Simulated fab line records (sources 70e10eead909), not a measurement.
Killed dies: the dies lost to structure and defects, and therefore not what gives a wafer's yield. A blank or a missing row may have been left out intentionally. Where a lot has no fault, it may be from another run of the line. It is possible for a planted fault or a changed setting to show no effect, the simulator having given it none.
fab line records    flow nand-harc    part 2 of 2: steps 25 to 32 of 32
[record] lots = 5  wafers = 15  last-day = 25
route steps=1159 shown A_CONTACT@926
lots that met no fault: taken from a fault-free run of the same line
start-h: hours from the record's opening day to when the first of the lot's shown wafers began    wait-h: hours elapsed since this lot's preceding step    " as in the row above    L1.1+2: a single row standing in for several wafers    - no value, or no start was given    * or withheld: withheld    < > ~ a bound
route shown NAME@n: a module of which the file shows steps, and the number in the route of the first    usual: the fault-free wafers' mean and standard deviation    same: alike in all rows    chamber/n: place in a boat    sites: the reading at each site    _std_site: the values' standard deviation    _edge_site: outer sites' mean less inner sites'    radius-mm: how far each site lies from the wafer's centre    mask NAME#n: copy n    behind: tool/chamber where the wafer was last shaped    hold: why the lot went on hold/how many hours it stayed there/how the hold came to an end    device: the n, p or np transistor that did not switch    end of line: the same wafers' tests at the end of the route    step lacking rows: just its recipe    killed: not the wafer's yield, but the dies lost to structure and defects at the first sort    map: shows each die of a wafer: x if killed, . if not, _ if none is there
set.NAME: the setting the step ran with; set.NAME@STEP: the setting that earlier step ran with    model.NAME: the simulator's own value behind a step, which no gauge read
certain route steps with their lots: each step a table, each wafer a row
services: the hour from which a tool's chamber was out of use, counted from the record's first day as start-h (under 0 if before that day), plus the number of hours and why
[[steps]]
[step NHARC_A_CONTACT_ETCH_98]
[recipe] target-depth-a = 200  over-etch-frac = 0.5  time-s = 10  ion-energy-ev = 250  c4f6-flow-sccm = 25  o2-flow-sccm = 20  ar-flow-sccm = 500  rf-w = 600  bias-w = 500  chemistry = C4F6/O2
[usual] drypump-motor-current-A = 5.6/0.53  oes-product-au = 0.965/0.021  rf-vpp-V = 545.3/2.8  showerhead-plenum-p-Torr = 3.85/0.13  throttle-valve-pct = 26.903/0.0084
lot.wafer  tool         chamber  start-h  wait-h  drypump-motor-current-A  oes-product-au  rf-hours-counter-h  rf-vpp-V  showerhead-plenum-p-Torr  throttle-valve-pct
L074.2     rie-diel-10  0        -        -       5.3                      1.028           2                   549.7     4.02                      26.895
L074.4     "            2        "        "       5.3                      1.018           2                   542.5     3.67                      26.910
L074.6     "            3        "        "       5.5                      0.993           -                   544.0     3.73                      26.904
L079.2     rie-diel-10  0        -        -       5.3                      1.019           13                  549.4     4.02                      26.910
L079.1     "            2        "        "       5.3                      1.018           11                  541.6     3.66                      26.904
L079.5     "            0        "        "       5.3                      1.018           -                   548.7     4.02                      26.902
L085.1     rie-diel-12  2        -        -       6.1                      0.936           21                  548.5     4.07                      26.904
L085.4     "            3        "        "       5.3                      0.958           21                  548.0     3.96                      26.898
L085.5     "            0        "        "       5.6                      0.976           -                   546.4     3.98                      26.905
L090.3     rie-diel-10  1        -        -       6.8                      0.962           24                  544.9     3.83                      26.889
L090.1     "            2        "        "       5.4                      0.979           23                  541.3     3.65                      26.906
L090.2     "            3        "        "       5.5                      0.938           24                  542.8     3.71                      26.912
L097.2     rie-diel-12  3        -        -       5.3                      0.949           52                  547.8     3.94                      26.890
L097.3     "            0        "        "       5.6                      0.950           55                  548.0     3.96                      26.899
L097.6     "            1        "        "       5.9                      0.956           -                   544.5     3.74                      26.907
[step NHARC_A_CONTACT_CD_MEAS_15]
[usual] cd-nm = 90.0/0.55
lot.wafer  tool       chamber  start-h  wait-h  cd-nm
L074.2     cd-sem-02  -        371.06   -       90.5
L074.4     "          -        "        "       90.0
L074.6     "          -        "        "       90.5
L079.1     cd-sem-02  -        423.59   -       89.8
L079.2     "          -        "        "       90.6
L079.5     "          -        "        "       89.5
L085.1     cd-sem-02  -        444.00   -       89.3
L085.4     "          -        "        "       90.6
L085.5     "          -        "        "       89.8
L090.1     cd-sem-03  -        483.91   -       89.9
L090.2     "          -        "        "       90.6
L090.3     "          -        "        "       90.2
L097.2     cd-sem-01  -        531.81   -       89.8
L097.3     "          -        "        "       90.6
L097.6     "          -        "        "       89.3
[step NHARC_A_CONTACT_STRIP_107]
[recipe] n2-flow-sccm = 150  h2-flow-sccm = 150  ar-flow-sccm = 0  bias-w = 0  chemistry = N2/H2
lot.wafer   tool         chamber  start-h  wait-h
L074.2+4+6  rie-diel-03  0,1,2    371.15   0.1
L079.1+2+5  rie-diel-10  2,3,0    423.69   0.1
L085.4+1+5  rie-diel-03  2,1,3    444.18   0.2
L090.2+3+1  rie-diel-10  0,1,2    483.99   0.1
L097.2+3+6  rie-diel-12  2,0,1    531.89   0.1
[step NHARC_A_CONTACT_STRIP_108]
[recipe] cf4-flow-sccm = 100  chf3-flow-sccm = 30  ar-flow-sccm = 0  bias-w = 0  chemistry = CF4/CHF3
lot.wafer   tool         chamber  start-h  wait-h
L074.2+4+6  rie-diel-03  0,1,2    371.69   0.5
L079.1+2+5  rie-diel-10  2,3,1    423.77   0.1
L085.1+4+5  rie-diel-03  3,1,3    444.27   0.1
L090.2+1+3  rie-diel-10  3,0,1    484.08   0.1
L097.2+3+6  rie-diel-12  1,0,1    532.02   0.1
[step NHARC_A_CONTACT_STRIP_109]
[recipe] o2-flow-sccm = 400  cos-flow-sccm = 20  ar-flow-sccm = 0  bias-w = 0  chemistry = O2/COS
lot.wafer   tool         chamber  start-h  wait-h
L074.2+4+6  rie-diel-03  3,0,3    371.75   0.1
L079.2+1+5  rie-diel-10  3,0,3    423.83   0.1
L085.1+4+5  rie-diel-03  1,2,1    444.63   0.3
L090.3+2+1  rie-diel-10  3,0,1    484.14   0.1
L097.3+2+6  rie-diel-12  0,1,0    532.09   0.1
[step NHARC_A_CONTACT_ETCH_110]
[recipe] target-depth-a = 500  overetch-a = 50  time-s = 27.5  ion-energy-ev = 100  cf4-flow-sccm = 80  o2-flow-sccm = 20  ar-flow-sccm = 0  rf-w = 300  bias-w = 100  chemistry = CF4/O2
[usual] drypump-motor-current-A = 5.6/0.5  oes-product-au = 1.008/0.012  rf-vpp-V = 197.4/1.3  showerhead-plenum-p-Torr = 1.32/0.048  throttle-valve-pct = 13.397/0.009
lot.wafer  tool         chamber  start-h  wait-h  drypump-motor-current-A  oes-product-au  rf-hours-counter-h  rf-vpp-V  showerhead-plenum-p-Torr  throttle-valve-pct
L074.4     rie-diel-03  2        371.81   0.1     5.2                      1.004           56                  198.5     1.37                      13.389
L074.2     "            0        "        "       5.1                      1.017           54                  198.1     1.32                      13.401
L074.6     "            2        "        "       5.2                      1.003           -                   197.3     1.37                      13.408
L079.2     rie-diel-10  2        423.89   0.1     5.3                      1.023           11                  195.2     1.24                      13.399
L079.1     "            3        "        "       5.5                      0.999           12                  197.4     1.26                      13.401
L079.5     "            2        "        "       5.3                      1.025           -                   194.9     1.24                      13.401
L085.4     rie-diel-03  0        444.72   0.1     5.1                      0.999           14                  198.6     1.31                      13.402
L085.1     "            2        "        "       5.2                      1.025           15                  197.9     1.36                      13.392
L085.5     "            0        "        "       5.1                      0.988           -                   197.1     1.31                      13.411
L090.1     rie-diel-10  0        484.20   0.1     5.3                      1.013           23                  198.6     1.37                      13.390
L090.2     "            1        "        "       6.8                      1.006           24                  197.3     1.30                      13.405
L090.3     "            3        "        "       5.5                      0.985           24                  196.2     1.26                      13.400
L097.2     rie-diel-12  0        532.36   0.3     5.6                      1.000           55                  198.3     1.35                      13.409
L097.3     "            1        "        "       5.9                      0.991           53                  195.4     1.27                      13.378
L097.6     "            3        "        "       5.3                      0.992           -                   198.1     1.34                      13.388
[step NHARC_A_CONTACT_STRIP_26]
[recipe] o2-flow-sccm = 500  ar-flow-sccm = 0  bias-w = 0  chemistry = O2
[usual] drypump-motor-current-A = 5.6/0.51  oes-product-au = 1.006/0.012  rf-vpp-V = 57.6/0.81  showerhead-plenum-p-Torr = 3.48/0.12  throttle-valve-pct = 17.037/0.01
lot.wafer  tool         chamber  start-h  wait-h  drypump-motor-current-A  oes-product-au  rf-hours-counter-h  rf-vpp-V  showerhead-plenum-p-Torr  throttle-valve-pct
L074.4     rie-diel-03  2        -        -       5.2                      1.012           56                  58.6      3.62                      17.044
L074.2     "            0        "        "       5.1                      1.017           54                  58.0      3.49                      17.009
L074.6     "            2        "        "       5.2                      1.006           -                   58.3      3.62                      17.042
L079.1     rie-diel-10  2        -        -       5.3                      1.003           11                  56.9      3.29                      17.012
L079.2     "            0        "        "       5.3                      1.003           13                  57.9      3.62                      17.035
L079.5     "            1        "        "       6.8                      1.010           -                   57.4      3.45                      17.033
L085.1     rie-diel-03  1        -        -       4.9                      1.010           15                  57.4      3.56                      17.043
L085.4     "            3        "        "       6.1                      1.007           14                  57.2      3.46                      17.031
L085.5     "            1        "        "       4.9                      1.003           -                   57.3      3.56                      17.035
L090.1     rie-diel-10  1        -        -       6.8                      1.017           24                  57.7      3.44                      17.034
L090.2     "            2        "        "       5.4                      1.027           23                  58.5      3.28                      17.049
L090.3     "            3        "        "       5.5                      0.986           24                  56.2      3.34                      17.043
L097.2     rie-diel-12  3        -        -       5.4                      1.004           52                  58.1      3.55                      17.044
L097.3     "            1        "        "       5.9                      0.992           53                  58.1      3.36                      17.041
L097.6     "            2        "        "       6.1                      0.992           -                   57.1      3.65                      17.041
[step NHARC_A_CONTACT_STRIP_27]
[recipe] time-s = 600  temp-c = 30  chemistry = post-etch-residue-remover
lot.wafer   tool          chamber  start-h  wait-h
L074.6+4+2  wet-bench-02  4,5,6    372.19   -
L079.5+1+2  wet-bench-02  1,2,5    424.26   -
L085.4+5+1  wet-bench-02  2,4,7    445.15   -
L090.1+3+2  wet-bench-05  3,6,7    484.60   -
L097.6+3+2  wet-bench-05  7,1,4    532.73   -
[[services]]
tool             chamber  start-h  hours  kind
rie-diel-10      -        353.64   9.0    pm
wet-bench-02     -        356.00   8.0    pm
arfi-scanner-02  -        359.64   0.3    repair
arfi-scanner-03  -        365.66   1.1    repair
arfi-scanner-02  -        370.86   1.8    repair
wet-bench-05     -        372.80   8.0    pm
rie-diel-12      -        379.86   9.0    pm
rie-diel-03      -        392.39   9.0    pm
arfi-scanner-03  -        400.01   0.5    repair
rie-diel-10      0        425.60   8.0    repair
arfi-scanner-02  -        428.01   4.0    pm
litho-track-01   -        443.00   7.0    pm
wet-bench-02     -        462.99   4.1    repair
litho-track-06   -        467.00   7.0    pm
rie-diel-03      -        473.82   0.5    repair
rie-diel-10      2        474.83   1.8    repair
arfi-scanner-03  -        483.15   3.8    repair
arfi-scanner-02  -        484.45   1.0    repair
rie-diel-12      3        484.72   6.2    repair
rie-diel-10      1        490.87   4.7    repair
rie-diel-12      -        512.10   4.3    repair
wet-bench-05     -        514.43   1.3    repair
rie-diel-10      -        530.64   9.0    pm
wet-bench-02     -        532.00   8.0    pm
